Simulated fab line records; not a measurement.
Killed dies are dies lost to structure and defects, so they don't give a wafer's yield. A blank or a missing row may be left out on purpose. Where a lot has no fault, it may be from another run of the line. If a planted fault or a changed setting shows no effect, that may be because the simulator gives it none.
fab line records	flow n5Finfet
record lots=6	wafers=18	lastDay=16
route steps=1938 shown PMOS_HMC_CHANNEL_EPI@61 BEOL_M4@1111 PASSIVATION@1936
lots untouched by any fault: they come from a run of this same line in which no faults occurred
startH: the number of hours between the record's first day and the start of the first shown wafer of the lot	waitH: hours since the lot's step before	" unchanged from the row above	L1.1+2: a row that stands for several wafers	- no value, or no start was given	* or withheld: withheld	< > ~ a bound
route shown NAME@n: names a module that has steps shown in the file, with the first one's number in the route	usual: average and standard deviation across the fault-free wafers	same: alike in all rows	chamber/n: place in a boat	sites: per-site readings	_std_site: their standard deviation	_edge_site: outer sites' mean less inner sites'	radiusMm: how far each site lies from the wafer's centre	mask NAME#n: copy n	behind: the most recent tool/chamber to have shaped the wafer	hold: cause of the lot's hold/its duration in hours/its outcome	device: transistor that didn't switch, given as n, p or np	end of line: the route-end tests of the same wafers	a step given without rows: its recipe and nothing more	killed: the dies lost at the first sort to structure and to defects; this is not the yield of the wafer	map: shows each die of a wafer: x if killed, . if not, _ if none is there
set.NAME: the run value of the setting; set.NAME@STEP: its run value at that earlier step	model.NAME: the simulator's own value behind a step, which no gauge read
certain route steps with their lots: each step a table, each wafer a row
services: a tool's chamber out of use, with start hour (startH, from the record's first day; less than 0 if before it), hours out, and reason
## steps
# step N5_PMOS_HMC_CHANNEL_EPI_SOFTBAKE_04
# recipe tempC=110	timeS=60	resist=CAR-ArF-block
# step N5_PMOS_HMC_CHANNEL_EPI_EXPOSE_06
# recipe maskId=PMOS_HMC_BLK	na=1.35	sourceShape=conventional	sigmaOuter=0.8	polarization=unpolarized	targetCdNm=240	doseMj=41
# step N5_PMOS_HMC_CHANNEL_EPI_PEB_07
# recipe pebTempC=110	pebTimeS=60	resist=CAR-ArF-block
# step N5_PMOS_HMC_CHANNEL_EPI_DEVELOP_08
# recipe developTimeS=30	developer=TMAH	resist=CAR-ArF-block	devTempC=23	rinseLiquid=diw	dry=airSpin
# step N5_PMOS_HMC_CHANNEL_EPI_CD_MEAS_09
# recipe targetCdNm=237.4	landingEnergyEv=500	detector=seInlens
# usual cdNm=237.9/0.86
lot.wafer	tool	chamber	startH	waitH	cdNm
L173.1	cdSem-02	0	36.09	-	238.0
L173.2	"	0	"	"	240.8
L173.3	"	0	"	"	239.4
L174.2	cdSem-01	0	41.86	-	237.1
L174.5	"	0	"	"	237.8
L174.6	"	0	"	"	237.5
L183.1	cdSem-02	0	95.77	-	238.2
L183.3	"	0	"	"	238.0
L183.6	"	0	"	"	237.8
L185.1	cdSem-02	0	107.24	-	237.1
L185.2	"	0	"	"	237.6
L185.6	"	0	"	"	236.3
L186.1	cdSem-01	0	113.30	-	238.2
L186.5	"	0	"	"	238.7
L186.6	"	0	"	"	237.8
L189.2	cdSem-02	0	131.80	-	236.9
L189.4	"	0	"	"	237.9
L189.5	"	0	"	"	238.4
# step N5_PMOS_HMC_CHANNEL_EPI_OVL_MEAS_10
# recipe pointsPerWafer=44
# usual PMOS_HMC_BLK_OVL=0.0/0.72
lot.wafer	tool	chamber	startH	waitH	PMOS_HMC_BLK_OVL[nm]
L173.1	overlay-01	0	36.12	0.0	-0.3
L173.2	"	0	"	"	0.9
L173.3	"	0	"	"	-0.6
L174.2	overlay-02	0	41.89	0.0	0.1
L174.5	"	0	"	"	0.1
L174.6	"	0	"	"	0.3
L183.1	overlay-01	0	95.81	0.0	0.5
L183.3	"	0	"	"	-0.1
L183.6	"	0	"	"	0.3
L185.1	overlay-01	0	107.27	0.0	0.8
L185.2	"	0	"	"	-0.4
L185.6	"	0	"	"	-0.1
L186.1	overlay-01	0	113.33	0.0	-2.1
L186.5	"	0	"	"	-1.7
L186.6	"	0	"	"	-0.4
L189.2	overlay-02	0	131.84	0.0	-0.4
L189.4	"	0	"	"	-0.6
L189.5	"	0	"	"	0.7
# step N5_PMOS_HMC_CHANNEL_EPI_INSPECT_11
# recipe mode=adi	inspectInstrument=macro
# usual rawDefectCount=2.0/1.4
lot.wafer	tool	chamber	startH	waitH	rawDefectCount
L173.1	defectInspect-02	-	36.14	0.0	2
L173.2	"	-	"	"	5
L173.3	"	-	"	"	2
L174.2	defectInspect-02	-	41.92	0.0	6
L174.5	"	-	"	"	2
L174.6	"	-	"	"	2
L183.1	defectInspect-02	-	95.83	0.0	2
L183.3	"	-	"	"	2
L183.6	"	-	"	"	2
L185.1	defectInspect-02	-	107.29	0.0	1
L185.2	"	-	"	"	1
L185.6	"	-	"	"	2
L186.1	defectInspect-01	-	113.35	0.0	4
L186.5	"	-	"	"	0
L186.6	"	-	"	"	1
L189.2	defectInspect-02	-	131.86	0.0	5
L189.4	"	-	"	"	2
L189.5	"	-	"	"	2
# step N5_PMOS_HMC_CHANNEL_EPI_DESCUM_14
# recipe chemistry=O2	timeS=7.9	sourcePowerW=50	biasPowerW=20	pressureMtorr=20	rfFrequencyHz=2.712e+07	tempC=40	resist=CAR-ArF-block	o2FlowSccm=225
# usual chamberPressureMTorr=19.998/0.018	drypumpMotorCurrentA=5.5/0.36	oesProductAu=0.77/0.066	rfVppV=243.2/1.1	showerheadPlenumPTorr=2.09/0.047	throttleValvePct=20.44/0.23
lot.wafer	tool	chamber	startH	waitH	chamberPressureMTorr	drypumpMotorCurrentA	oesProductAu	rfHoursCounterH	rfVppV	showerheadPlenumPTorr	throttleValvePct
L173.1	rieDiel-05	0	36.18	0.0	20.006	4.9	0.72	177	242.6	2.08	20.62
L173.2	"	3	"	"	19.988	5.4	0.81	83	244.9	2.11	20.10
L173.3	"	2	"	"	19.967	5.8	0.85	58	244.5	2.11	20.65
L174.2	rieDiel-06	2	41.95	0.0	20.033	5.8	0.84	55	243.3	2.13	20.44
L174.5	"	3	"	"	19.992	5.2	0.73	-	243.1	2.07	20.70
L174.6	"	0	"	"	20.018	5.4	0.75	-	242.8	2.09	20.60
L183.1	rieDiel-03	1	95.86	0.0	19.973	5.1	0.85	58	243.5	2.12	20.18
L183.3	"	3	"	"	19.974	5.4	0.76	122	243.2	2.09	20.59
L183.6	"	2	"	"	19.988	5.8	0.72	-	244.6	2.17	20.08
L185.1	rieDiel-05	2	107.33	0.0	19.998	5.8	0.83	80	244.8	2.11	20.66
L185.2	"	1	"	"	19.999	4.9	0.89	38	244.2	2.05	20.15
L185.6	"	2	"	"	19.996	5.8	0.83	-	243.5	2.11	20.66
L186.1	rieDiel-06	1	113.38	0.0	20.007	5.7	0.70	238	240.6	1.97	20.55
L186.5	"	0	"	"	19.986	5.4	0.74	-	243.0	2.08	20.63
L186.6	"	3	"	"	19.997	5.2	0.71	-	243.3	2.07	20.75
L189.2	rieDiel-05	3	131.90	0.0	19.997	5.4	0.79	112	244.3	2.10	20.16
L189.4	"	0	"	"	19.997	4.9	0.70	204	243.1	2.07	20.66
L189.5	"	3	"	"	19.989	5.4	0.77	-	244.8	2.10	20.14
# step N5_PMOS_HMC_CHANNEL_EPI_ETCH_32
# recipe chemistry=N2/H2	target=BARC	stopOn=SiO2	targetDepthA=858	overEtchFrac=0.3	timeS=50.3	ionEnergyEv=200	maskMaterial=CAR-ArF-block	pressureMtorr=30	sourceW=840	biasW=150	n2FlowSccm=200	h2FlowSccm=200
# usual biasW=150.0/0.45	chamberPressureMTorr=29.997/0.028	drypumpMotorCurrentA=5.5/0.37	oesProductAu=0.66/0.054	rfVppV=524.0/1.8	showerheadPlenumPTorr=2.54/0.057	throttleValvePct=17.88/0.24
lot.wafer	tool	chamber	startH	waitH	biasW	chamberPressureMTorr	drypumpMotorCurrentA	oesProductAu	rfHoursCounterH	rfVppV	showerheadPlenumPTorr	throttleValvePct
L173.1	rieDiel-05	0	36.21	0.0	149.8	29.997	4.9	0.62	177	522.8	2.53	18.05
L173.2	"	3	"	"	150.3	29.981	5.4	0.69	83	525.0	2.57	17.51
L173.3	"	2	"	"	150.7	29.973	5.8	0.74	58	524.8	2.58	18.07
L174.2	rieDiel-06	2	41.99	0.0	150.2	29.954	5.8	0.71	55	524.7	2.59	17.84
L174.5	"	3	"	"	150.2	29.986	5.1	0.62	-	523.0	2.51	18.04
L174.6	"	0	"	"	150.2	29.958	5.4	0.65	-	524.3	2.54	18.04
L183.1	rieDiel-03	1	95.90	0.0	149.7	29.982	5.2	0.72	58	523.3	2.58	17.63
L183.3	"	3	"	"	150.3	30.026	5.4	0.66	122	522.9	2.56	18.14
L183.6	"	2	"	"	149.9	29.993	5.8	0.62	-	526.8	2.63	17.56
L185.1	rieDiel-05	2	107.36	0.0	149.7	29.979	5.8	0.71	80	526.2	2.57	18.11
L185.2	"	1	"	"	149.1	29.991	4.9	0.77	38	523.7	2.49	17.54
L185.6	"	2	"	"	150.2	30.004	5.8	0.71	-	524.2	2.57	18.12
L186.1	rieDiel-06	1	113.42	0.0	149.3	30.028	5.7	0.60	238	520.0	2.40	18.06
L186.5	"	0	"	"	150.0	29.987	5.4	0.64	-	523.2	2.53	18.07
L186.6	"	3	"	"	150.1	29.950	5.2	0.61	-	524.1	2.50	18.10
L189.2	rieDiel-05	3	131.93	0.0	149.5	30.002	5.4	0.67	112	524.4	2.55	17.56
L189.4	"	0	"	"	149.3	29.990	4.9	0.60	204	523.3	2.52	18.09
L189.5	"	3	"	"	149.5	29.939	5.4	0.67	-	523.4	2.55	17.58
# step N5_PMOS_HMC_CHANNEL_EPI_HM_OPEN_15
# recipe chemistry=CHF3/O2	target=SiO2	maskMaterial=CAR-ArF-block	targetDepthA=406	CHF3_flow_sccm=50	O2_flow_sccm=5	Ar_flow_sccm=200	timeS=20.3	pressureMtorr=30	sourceW=650	biasW=170	ionEnergyEv=200
# usual chamberPressureMTorr=30.002/0.027	drypumpMotorCurrentA=5.5/0.36	mfcArSccm=200.1/0.53	oesProductAu=0.77/0.067	rfVppV=523/5.6	showerheadPlenumPTorr=2.41/0.053	throttleValvePct=18.94/0.22
lot.wafer	tool	chamber	startH	waitH	chamberPressureMTorr	drypumpMotorCurrentA	mfcArSccm	oesProductAu	rfHoursCounterH	rfVppV	showerheadPlenumPTorr	throttleValvePct
L173.1	rieDiel-05	0	36.26	0.0	29.989	4.9	200.3	0.73	177	519	2.40	19.12
L173.2	"	3	"	"	30.003	5.4	200.2	0.80	83	537	2.44	18.63
L173.3	"	2	"	"	30.042	5.8	199.1	0.85	58	521	2.44	19.13
L174.2	rieDiel-06	2	42.03	0.0	30.051	5.8	200.2	0.85	55	524	2.45	18.88
L174.5	"	3	"	"	30.030	5.2	199.4	0.72	-	523	2.39	19.16
L174.6	"	0	"	"	30.032	5.4	199.7	0.75	-	519	2.41	19.08
L183.1	rieDiel-03	1	95.94	0.0	30.033	5.1	199.4	0.86	58	528	2.45	18.70
L183.3	"	3	"	"	30.001	5.4	199.4	0.78	122	518	2.42	19.15
L183.6	"	2	"	"	29.990	5.8	200.8	0.72	-	528	2.50	18.65
L185.1	rieDiel-05	2	107.40	0.0	30.041	5.8	199.2	0.83	80	522	2.43	19.17
L185.2	"	1	"	"	29.964	4.9	200.1	0.89	38	530	2.36	18.63
L185.6	"	2	"	"	29.989	5.8	199.4	0.83	-	524	2.43	19.16
L186.1	rieDiel-06	1	113.46	0.0	30.019	5.8	200.3	0.68	238	519	2.29	19.08
L186.5	"	0	"	"	30.017	5.4	199.9	0.73	-	520	2.40	19.14
L186.6	"	3	"	"	29.995	5.2	199.8	0.70	-	522	2.38	19.19
L189.2	rieDiel-05	3	131.97	0.0	29.976	5.4	199.8	0.79	112	536	2.43	18.66
L189.4	"	0	"	"	30.035	4.9	199.9	0.71	204	517	2.39	19.16
L189.5	"	3	"	"	30.012	5.4	200.7	0.77	-	537	2.43	18.67
# step N5_PMOS_HMC_CHANNEL_EPI_STRIP_33
# recipe chemistry=N2/H2	powerW=500	tempC=40	pressureMtorr=50	rfFrequencyHz=6e+07	overashFraction=0.3	biasPowerW=8	h2Frac=0.5	n2FlowSccm=300	h2FlowSccm=300
# usual chamberPressureMTorr=49.99/0.089	drypumpMotorCurrentA=5.5/0.37	oesProductAu=0.77/0.065	rfVppV=54.0/1.4	showerheadPlenumPTorr=3.36/0.073	throttleValvePct=18.88/0.27
lot.wafer	tool	chamber	startH	waitH	chamberPressureMTorr	drypumpMotorCurrentA	oesProductAu	rfHoursCounterH	rfVppV	showerheadPlenumPTorr	throttleValvePct
L173.1	rieDiel-05	0	36.31	0.0	50.06	4.9	0.72	177	54.0	3.35	19.01
L173.2	"	3	"	"	50.10	5.4	0.80	83	53.7	3.39	18.45
L173.3	"	2	"	"	49.99	5.8	0.85	58	53.9	3.41	19.06
L174.2	rieDiel-06	2	42.08	0.0	49.91	5.8	0.85	55	57.6	3.41	18.79
L174.5	"	3	"	"	49.95	5.1	0.71	-	55.0	3.32	18.97
L174.6	"	0	"	"	50.04	5.4	0.75	-	52.5	3.35	19.12
L183.1	rieDiel-03	1	96.00	0.0	50.01	5.1	0.85	58	53.6	3.41	18.70
L183.3	"	3	"	"	49.96	5.5	0.78	122	53.4	3.38	19.17
L183.6	"	2	"	"	50.07	5.8	0.73	-	51.4	3.47	18.54
L185.1	rieDiel-05	2	107.46	0.0	49.73	5.9	0.83	80	55.2	3.40	19.05
L185.2	"	1	"	"	49.94	4.9	0.89	38	55.6	3.29	18.45
L185.6	"	2	"	"	50.13	5.9	0.82	-	54.6	3.39	19.11
L186.1	rieDiel-06	1	113.52	0.0	49.88	5.7	0.69	238	53.2	3.17	19.22
L186.5	"	0	"	"	50.00	5.4	0.75	-	54.4	3.34	19.14
L186.6	"	3	"	"	49.99	5.2	0.71	-	54.2	3.30	18.98
L189.2	rieDiel-05	3	132.03	0.0	50.06	5.4	0.78	112	54.4	3.37	18.47
L189.4	"	0	"	"	50.05	4.9	0.70	204	53.7	3.33	19.04
L189.5	"	3	"	"	50.05	5.4	0.78	-	51.1	3.37	18.51
# step N5_PMOS_HMC_CHANNEL_EPI_STRIP_17
# recipe chemistry=SPM	timeS=750	tempC=130	h2so4H2o2VolRatio=4	dry=ipaMarangoni
# step N5_PMOS_HMC_CHANNEL_EPI_ETCH_38
# recipe chemistry=CF4	target=SiO2	targetDepthA=15	ionEnergyEv=350	pressureMtorr=10	icpW=800	biasW=400	cf4FlowSccm=80
# usual biasW=400.1/1.3	cf4FlowSccm=80.00/0.23	chamberPressureMTorr=10.000/0.01	drypumpMotorCurrentA=5.83/0.27	oesProductAu=0.999/0.017	throttleValvePct=21.83/0.24
lot.wafer	tool	chamber	startH	waitH	biasW	cf4FlowSccm	chamberPressureMTorr	drypumpMotorCurrentA	oesProductAu	rfHoursCounterH	throttleValvePct	model.SiO2_of_PMOS_HMC_CHANNEL_EPI_HM_DEP_34.thkNm
L173.1	rieSi-03	0	36.62	0.0	-	-	-	-	-	-	-	35.62
L173.2	"	2	"	"	-	-	-	-	-	-	-	35.87
L173.3	"	1	"	"	-	-	-	-	-	-	-	35.99
L174.2	rieSi-05	0	42.39	0.0	-	-	-	-	-	-	-	35.5
L174.5	"	3	"	"	-	-	-	-	-	-	-	36.13
L174.6	"	0	"	"	-	-	-	-	-	-	-	36.21
L183.1	rieSi-04	2	96.51	0.0	402.0	79.95	10.005	5.21	1.001	190	21.77	33.73
L183.3	"	3	"	"	400.0	80.32	9.989	5.94	1.005	170	22.16	33.49
L183.6	"	3	"	"	401.0	80.00	9.992	5.96	0.996	-	22.14	34.74
L185.1	rieSi-05	3	107.76	0.0	401.3	79.68	9.999	5.75	1.010	88	21.76	34.81
L185.2	"	1	"	"	400.8	80.09	9.998	5.70	0.978	137	22.08	34.72
L185.6	"	2	"	"	400.9	80.06	9.993	5.67	1.010	-	22.01	35.03
L186.1	rieSi-04	2	113.82	0.0	399.0	80.09	10.012	5.21	1.012	190	21.78	34.97
L186.5	"	3	"	"	401.3	79.88	10.001	5.94	1.007	-	22.14	35.21
L186.6	"	2	"	"	401.7	79.83	9.991	5.22	1.007	-	21.77	35.2
L189.2	rieSi-03	1	132.33	0.0	398.4	79.75	10.008	5.88	1.004	172	22.06	33.8
L189.4	"	2	"	"	399.0	80.25	10.000	6.25	0.999	67	21.72	34.88
L189.5	"	2	"	"	397.3	80.51	10.006	6.28	1.010	-	21.71	34.91
# step N5_PMOS_HMC_CHANNEL_EPI_FIN_RECESS_16
# recipe chemistry=HBr/Cl2	target=Si	maskMaterial=SiO2	targetDepthA=540	timeS=18	pressureMtorr=10	icpW=800	biasW=75	HBr_flow_sccm=150	Cl2_flow_sccm=80
# usual chamberPressureMTorr=10.000/0.011	drypumpMotorCurrentA=5.84/0.27	oesProductAu=1.000/0.016	throttleValvePct=35.5/0.33
lot.wafer	tool	chamber	startH	waitH	chamberPressureMTorr	drypumpMotorCurrentA	oesProductAu	rfHoursCounterH	throttleValvePct
L173.1	rieSi-03	0	36.64	0.0	9.995	5.84	0.974	86	35.1
L173.2	"	2	"	"	9.993	6.27	0.998	65	35.2
L173.3	"	1	"	"	10.001	5.91	0.996	171	35.7
L174.2	rieSi-05	0	42.41	0.0	9.988	6.03	1.021	5	35.3
L174.5	"	3	"	"	10.005	5.79	1.006	-	35.4
L174.6	"	0	"	"	10.006	6.03	1.030	-	35.3
L183.1	rieSi-04	2	96.53	0.0	9.999	5.20	1.002	190	35.4
L183.3	"	3	"	"	9.983	5.95	0.998	170	36.0
L183.6	"	3	"	"	10.002	5.94	0.991	-	36.0
L185.1	rieSi-05	3	107.78	0.0	9.998	5.75	1.010	88	35.4
L185.2	"	1	"	"	9.986	5.68	0.972	137	35.9
L185.6	"	2	"	"	9.997	5.66	1.006	-	35.7
L186.1	rieSi-04	2	113.84	0.0	9.998	5.22	1.004	190	35.5
L186.5	"	3	"	"	9.993	5.94	0.997	-	36.0
L186.6	"	2	"	"	9.998	5.21	1.007	-	35.5
L189.2	rieSi-03	1	132.35	0.0	10.009	5.90	0.999	172	35.7
L189.4	"	2	"	"	10.004	6.24	0.996	67	35.2
L189.5	"	2	"	"	10.001	6.26	0.988	-	35.2
# step N5_PMOS_HMC_CHANNEL_EPI_PRECLEAN_36
# recipe chemistry=O3/DIW	timeS=45	tempC=22	o3Ppm=10
# step N5_PMOS_HMC_CHANNEL_EPI_PRECLEAN_18
# recipe chemistry=DHF	timeS=30	tempC=25	dilution=withheld
lot.wafer	tool	chamber	startH	waitH	model.SiO2_of_PMOS_HMC_CHANNEL_EPI_HM_DEP_34.thkNm
L173.1	wetBench-02	1	36.75	0.0	25.85
L173.2	"	6	"	"	26.09
L173.3	"	5	"	"	26.16
L174.2	wetBench-01	7	42.52	0.0	25.76
L174.5	"	3	"	"	26.36
L174.6	"	1	"	"	26.46
L183.1	wetBench-04	0	96.65	0.0	23.82
L183.3	"	2	"	"	23.71
L183.6	"	3	"	"	25.03
L185.1	wetBench-04	7	107.90	0.0	25.03
L185.2	"	6	"	"	24.91
L185.6	"	2	"	"	25.29
L186.1	wetBench-04	2	113.95	0.0	25.16
L186.5	"	3	"	"	25.54
L186.6	"	7	"	"	25.32
L189.2	wetBench-01	0	132.47	0.0	23.98
L189.4	"	6	"	"	25.14
L189.5	"	4	"	"	25.13
# step N5_PMOS_HMC_CHANNEL_EPI_SRD_19
# recipe dry=ipaMarangoni	doPpb=5	timeS=30	tempC=23	rinseLiquid=diw
# step N5_BEOL_M4_RC_MEAS_101
# usual DIBL_N=36.2/1.2	DIBL_P=36.3/1.3	IOFF_N=0.155/0.019	IOFF_P=0.210/0.029	ION_N=677/8.6	ION_P=465/6.8	SS_N=71.4/0.48	SS_P=73.2/0.53	VT_N=249.9/2.4	VT_P=-250/3.2
lot.wafer	tool	chamber	startH	waitH	DIBL_N[mV/V]	DIBL_P[mV/V]	IOFF_N[nA/um]	IOFF_P[nA/um]	ION_N[uA/um]	ION_P[uA/um]	SS_N[mV/dec]	SS_P[mV/dec]	VT_N[mV]	VT_P[mV]
L173.1	prober-01	0	187.68	0.0	33.5	33.4	0.115	0.167	666	460	70.0	72.9	253.5	-253
L173.2	"	0	"	"	36.2	37.8	0.177	0.238	681	471	71.1	73.6	249.4	-249
L173.3	"	0	"	"	34.9	35.6	0.138	0.198	680	468	70.9	73.4	252.1	-249
L174.2	prober-02	0	200.03	0.2	38.0	38.4	0.185	0.254	685	472	71.4	72.6	246.1	-247
L174.5	"	0	"	"	37.1	38.0	0.169	0.241	667	463	72.7	73.4	250.9	-249
L174.6	"	0	"	"	37.2	37.1	0.164	0.226	669	467	71.2	73.3	249.6	-247
L185.1	prober-01	0	265.34	0.0	36.1	37.4	0.172	0.262	693	477	70.8	73.1	246.9	-245
L185.2	"	0	"	"	36.1	37.2	0.172	0.261	685	477	71.6	72.7	249.3	-244
L185.6	"	0	"	"	35.6	35.8	0.153	0.229	679	465	71.8	72.3	249.8	-249
L183.1	prober-01	0	268.04	0.0	37.6	37.0	0.171	0.230	692	474	71.4	73.7	246.2	-246
L183.3	"	0	"	"	37.6	36.6	0.167	0.227	694	476	71.3	73.4	246.9	-247
L183.6	"	0	"	"	36.6	35.2	0.147	0.206	686	472	71.2	72.7	247.4	-248
L186.1	prober-01	0	280.71	0.0	35.1	35.7	0.141	0.174	672	456	71.4	73.3	253.6	-255
L186.5	"	0	"	"	34.8	34.8	0.125	0.171	658	455	71.3	73.1	253.4	-255
L186.6	"	0	"	"	35.8	35.9	0.143	0.172	659	451	72.1	72.5	250.9	-257
L189.2	prober-02	0	285.07	0.2	35.9	36.4	0.171	0.222	679	466	71.4	73.7	246.4	-249
L189.4	"	0	"	"	34.9	35.4	0.147	0.206	673	465	71.1	73.6	248.3	-249
L189.5	"	0	"	"	34.3	34.5	0.136	0.191	675	464	71.1	72.9	251.9	-250
# step N5_PASSIVATION_PROBE_49
# usual defectLimitedYield=91.2/1.4	killed_at_M0_to_M3=34/10	killed_at_M4_up=13/5.1	killedAtContacts=12/6.5	killedAtFrontEnd=41/11	killedAtOther=4/3.3	killedDies=104/16	killedOpen=69/13	killedShort=33/7	sort_bin_5_function=5.1/0.91	sort_bin_6_memory=3.3/0.69	sortNPass=1076/16	sortYieldPct=91.2/1.4
# same grossDies=1180	killedAtBackSide=0	sort_bin_4_leakage[%]=0	sort_bin_8_speed[%]=0
lot.wafer	tool	chamber	startH	waitH	defectLimitedYield[%]	killed_at_M0_to_M3	killed_at_M4_up	killedAtContacts	killedAtFrontEnd	killedAtOther	killedDies	killedOpen	killedShort	sort_bin_5_function[%]	sort_bin_6_memory[%]	sortNPass	sortYieldPct[%]
L173.1	prober-02	-	298.40	0.0	91.9	19	16	6	54	1	96	66	28	5.7	2.1	1084	91.9
L173.2	prober-02	-	298.45	0.1	90.2	35	13	10	53	5	116	83	30	6.1	3.5	1064	90.2
L173.3	prober-02	-	298.50	0.1	91.9	31	15	8	34	7	95	57	34	4.4	3.1	1085	91.9
L185.1	prober-02	-	371.32	0.0	92.1	26	6	5	48	8	93	62	31	4.7	3.0	1087	92.1
L185.2	prober-02	-	371.37	0.1	91.4	37	12	11	33	9	102	62	38	4.6	3.6	1078	91.4
L185.6	prober-02	-	371.57	0.3	93.7	31	10	6	21	6	74	52	22	4.2	1.9	1106	93.7
L183.1	prober-01	-	372.00	0.0	91.2	32	6	20	46	0	104	72	26	4.7	3.5	1076	91.2
L183.3	prober-01	-	372.10	0.1	89.4	34	12	20	58	1	125	87	38	5.8	4.5	1055	89.4
L183.6	prober-01	-	372.25	0.3	91.4	34	11	8	45	3	101	64	36	4.6	3.5	1079	91.4
L186.1	prober-02	-	376.53	0.0	92.6	29	11	19	24	4	87	63	24	3.4	3.9	1093	92.6
L186.5	prober-02	-	376.73	0.2	91.4	37	17	14	32	1	101	63	38	5.3	2.9	1079	91.4
L186.6	prober-02	-	376.78	0.3	94.1	17	14	14	22	3	70	48	22	3.4	2.2	1110	94.1
# killed by level:class
L173.1 STI_FIN_REVEAL:geometricParticle:open=19 FIN_SAQP:geometricParticle:open=12 BEOL_M4:geometricParticle:open=10 BEOL_M0_SAQP:geometricParticle:short=9 FIN_SAQP:geometricParticle:short=8 DUMMY_GATE:geometricParticle:open=6 MOL_CONTACT_COAG:geometricParticle:open=6 BEOL_M2:geometricParticle:open=6
L173.2 FIN_SAQP:geometricParticle:open=20 BEOL_M2:geometricParticle:open=11 FIN_SAQP:geometricParticle:short=10 BEOL_M0_SAQP:geometricParticle:open=10 BEOL_M0_SAQP:geometricParticle:short=8 STI_FIN_REVEAL:geometricParticle:open=7 MOL_CONTACT_COAG:geometricParticle:open=7 BEOL_M4:geometricParticle:open=6
L173.3 BEOL_M4:geometricParticle:open=10 BEOL_M2:geometricParticle:open=8 BEOL_M0_SAQP:geometricParticle:open=8 BEOL_M0_SAQP:geometricParticle:short=8 STI_FIN_REVEAL:geometricParticle:open=7 FIN_SAQP:geometricParticle:short=6 MOL_CONTACT_COAG:geometricParticle:open=6 FIN_SAQP:geometricParticle:open=5
L185.1 STI_FIN_REVEAL:geometricParticle:open=16 FIN_SAQP:geometricParticle:open=8 GATE_CUT:geometricParticle:short=8 BEOL_M3:geometricParticle:open=8 BEOL_M2:geometricParticle:open=6 BEOL_M3:geometricParticle:short=5 STARTING-WAFER:geometricParticle:short=5 MOL_CONTACT_COAG:geometricParticle:open=4
L185.2 BEOL_M3:geometricParticle:open=9 BEOL_M0_SAQP:geometricParticle:short=9 STI_FIN_REVEAL:geometricParticle:open=7 MOL_CONTACT_COAG:geometricParticle:open=7 BEOL_M1:geometricParticle:open=6 STARTING-WAFER:geometricParticle:open=5 MOL_CONTACT_COAG:geometricParticle:short=4 BEOL_M3:geometricParticle:short=4
L185.6 STI_FIN_REVEAL:geometricParticle:open=10 BEOL_M3:geometricParticle:open=7 BEOL_M2:geometricParticle:open=7 MOL_CONTACT_COAG:geometricParticle:open=6 BEOL_M4:geometricParticle:open=5 BEOL_M0_SAQP:geometricParticle:open=4 BEOL_M0:geometricParticle:open=4 BEOL_M2:geometricParticle:short=4
L183.1 MOL_CONTACT_COAG:geometricParticle:open=17 STI_FIN_REVEAL:geometricParticle:open=16 BEOL_M0_SAQP:geometricParticle:open=8 HKMG_FIN:areaEtch=6 FIN_SAQP:geometricParticle:short=5 BEOL_M1:geometricParticle:open=5 BEOL_M3:geometricParticle:open=5 FIN_SAQP:geometricParticle:open=4
L183.3 STI_FIN_REVEAL:geometricParticle:open=31 MOL_CONTACT_COAG:geometricParticle:open=18 FIN_SAQP:geometricParticle:short=13 BEOL_M0_SAQP:geometricParticle:open=8 BEOL_M3:geometricParticle:open=8 BEOL_M4:geometricParticle:open=7 BEOL_M0_SAQP:geometricParticle:short=6 STI_FIN_REVEAL:geometricParticle:short=4
L183.6 STI_FIN_REVEAL:geometricParticle:open=14 FIN_SAQP:geometricParticle:short=8 BEOL_M3:geometricParticle:open=7 MOL_CONTACT_COAG:geometricParticle:open=6 STI_FIN_REVEAL:geometricParticle:short=5 BEOL_M6:geometricParticle:open=5 FIN_SAQP:geometricParticle:open=4 BEOL_M0_SAQP:geometricParticle:short=4
L186.1 MOL_CONTACT_COAG:geometricParticle:open=16 BEOL_M0_SAQP:geometricParticle:open=13 GATE_CUT:geometricParticle:short=5 BEOL_M0_SAQP:geometricParticle:short=5 BEOL_M2:geometricParticle:open=5 DUMMY_GATE:geometricParticle:open=4 STI_FIN_REVEAL:geometricParticle:open=3 GATE_CUT:geometricParticle:open=3
L186.5 MOL_CONTACT_COAG:geometricParticle:open=11 BEOL_M0_SAQP:geometricParticle:open=10 BEOL_M0_SAQP:geometricParticle:short=10 BEOL_M3:geometricParticle:open=8 BEOL_M4:geometricParticle:open=7 GATE_CUT:geometricParticle:short=6 STI_FIN_REVEAL:geometricParticle:open=5 BEOL_M2:geometricParticle:open=5
L186.6 MOL_CONTACT_COAG:geometricParticle:open=11 BEOL_M4:geometricParticle:open=8 BEOL_M3:geometricParticle:open=6 STI_FIN_REVEAL:geometricParticle:open=4 BEOL_M0_SAQP:geometricParticle:short=4 FIN_SAQP:geometricParticle:open=3 MOL_CONTACT_COAG:geometricParticle:short=3 BEOL_M0_SAQP:geometricParticle:open=3
## services
tool	chamber	startH	hours	kind
rieDiel-06	1	45.23	9.4	repair
rieSi-03	1	52.42	2.1	repair
rieDiel-05	-	53.95	0.3	repair
rieSi-04	1	94.80	-	clean
rieSi-04	1	94.80	22.4	scheduledDown
rieSi-04	1	94.80	22.4	ventCycle
rieSi-03	-	106.36	0.2	repair
rieSi-05	-	108.66	0.3	repair
rieSi-05	3	108.97	2.1	repair
rieDiel-03	0	109.73	-	clean
rieDiel-03	0	109.73	-	consumableReplace:focusRing
rieDiel-03	0	109.73	26.8	scheduledDown
rieDiel-03	0	109.73	26.8	ventCycle
rieSi-05	-	111.27	14.6	pm
## key
firstSign step=N5_PMOS_HMC_CHANNEL_EPI_ETCH_38	reading=toolRecord	direction=missing
effect none on later readings
modelEffect step=N5_PMOS_HMC_CHANNEL_EPI_ETCH_38	value=SiO2_of_PMOS_HMC_CHANNEL_EPI_HM_DEP_34.thkNm	without=34.39	struck=35.88
modelEffect step=N5_PMOS_HMC_CHANNEL_EPI_PRECLEAN_18	value=SiO2_of_PMOS_HMC_CHANNEL_EPI_HM_DEP_34.thkNm	without=24.62	struck=26.11
metAt N5_PMOS_HMC_CHANNEL_EPI_ETCH_38
struckWafers L173.1,L173.2,L173.3,L174.2,L174.5,L174.6
fault kind=skippedStepWhole	tool=rieSi-03,rieSi-05	chamber=-	onsetH=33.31	steps=N5_PMOS_HMC_CHANNEL_EPI_ETCH_38	scope=struckLotsOnly
